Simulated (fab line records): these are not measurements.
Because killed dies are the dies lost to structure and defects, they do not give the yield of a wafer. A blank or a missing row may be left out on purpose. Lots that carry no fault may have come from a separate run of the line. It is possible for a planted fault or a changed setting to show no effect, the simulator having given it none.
Matching of chambers || flow n5_finfet || 4 sister chambers for N5_STI_FIN_REVEAL_ALD_14 on ald_sin-03
The step deposits Si3N4, target thk 3 nm. 8 wafers are shown with their chamber, then 9 later ones without.

WAFERS, EACH WITH ITS CHAMBER
{"wafer": "L079.1", "chamber": 3, "heater_power_w (W)": 1012, "heater_power_outer_w (W)": 614}
{"wafer": "L085.3", "chamber": 0, "heater_power_w (W)": 887, "heater_power_outer_w (W)": 638}
{"wafer": "L085.6", "chamber": 0, "heater_power_w (W)": 903, "heater_power_outer_w (W)": 642}
{"wafer": "L086.2", "chamber": 3, "heater_power_w (W)": 1004, "heater_power_outer_w (W)": 639}
{"wafer": "L086.3", "chamber": 1, "heater_power_w (W)": 936, "heater_power_outer_w (W)": 577}
{"wafer": "L088.1", "chamber": 2, "heater_power_w (W)": 887, "heater_power_outer_w (W)": 591}
{"wafer": "L088.5", "chamber": 1, "heater_power_w (W)": 921, "heater_power_outer_w (W)": 571}
{"wafer": "L088.6", "chamber": 2, "heater_power_w (W)": 866, "heater_power_outer_w (W)": 572}

WAFERS WHOSE CHAMBER IS MISSING
{"wafer": "L091.1", "heater_power_w (W)": 1024, "heater_power_outer_w (W)": 651}
{"wafer": "L091.4", "heater_power_w (W)": 916, "heater_power_outer_w (W)": 643}
{"wafer": "L091.5", "heater_power_w (W)": 921, "heater_power_outer_w (W)": 655}
{"wafer": "L095.3", "heater_power_w (W)": 1026, "heater_power_outer_w (W)": 626}
{"wafer": "L095.5", "heater_power_w (W)": 922, "heater_power_outer_w (W)": 646}
{"wafer": "L095.6", "heater_power_w (W)": 967, "heater_power_outer_w (W)": 573}
{"wafer": "L097.2", "heater_power_w (W)": 1013, "heater_power_outer_w (W)": 643}
{"wafer": "L097.4", "heater_power_w (W)": 1015, "heater_power_outer_w (W)": 649}
{"wafer": "L097.5", "heater_power_w (W)": 894, "heater_power_outer_w (W)": 589}

WHICH CHAMBER EACH ONE RAN IN
{"wafer": "L091.1", "from the rows above": 3, "in truth": 3}
{"wafer": "L091.4", "from the rows above": 0, "in truth": 0}
{"wafer": "L091.5", "from the rows above": 0, "in truth": 0}
{"wafer": "L095.3", "from the rows above": 3, "in truth": 3}
{"wafer": "L095.5", "from the rows above": 0, "in truth": 0}
{"wafer": "L095.6", "from the rows above": 1, "in truth": 1}
{"wafer": "L097.2", "from the rows above": 3, "in truth": 3}
{"wafer": "L097.4", "from the rows above": 3, "in truth": 3}
{"wafer": "L097.5", "from the rows above": "can't be placed: 2 or 1", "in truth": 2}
Placed correctly: 8 of 9. These rows do not allow placing 1 (true chamber among the candidates in 1). Wrongly placed: 0.
How it was worked out, from the rows above alone: a wafer's distance from a chamber is the root of the sum, over the readings, of the square of ((its reading less the chamber's mean) divided by the reading's scatter). The wafer belongs to the nearest chamber; if the next one is less than 2 further off, it can't be placed. Each chamber's mean is taken over the wafers shown for it. How the scatter is found: for the shown wafers, subtract from each reading the mean of its chamber, square and add these, divide the total by (wafers less chambers), then take the root.
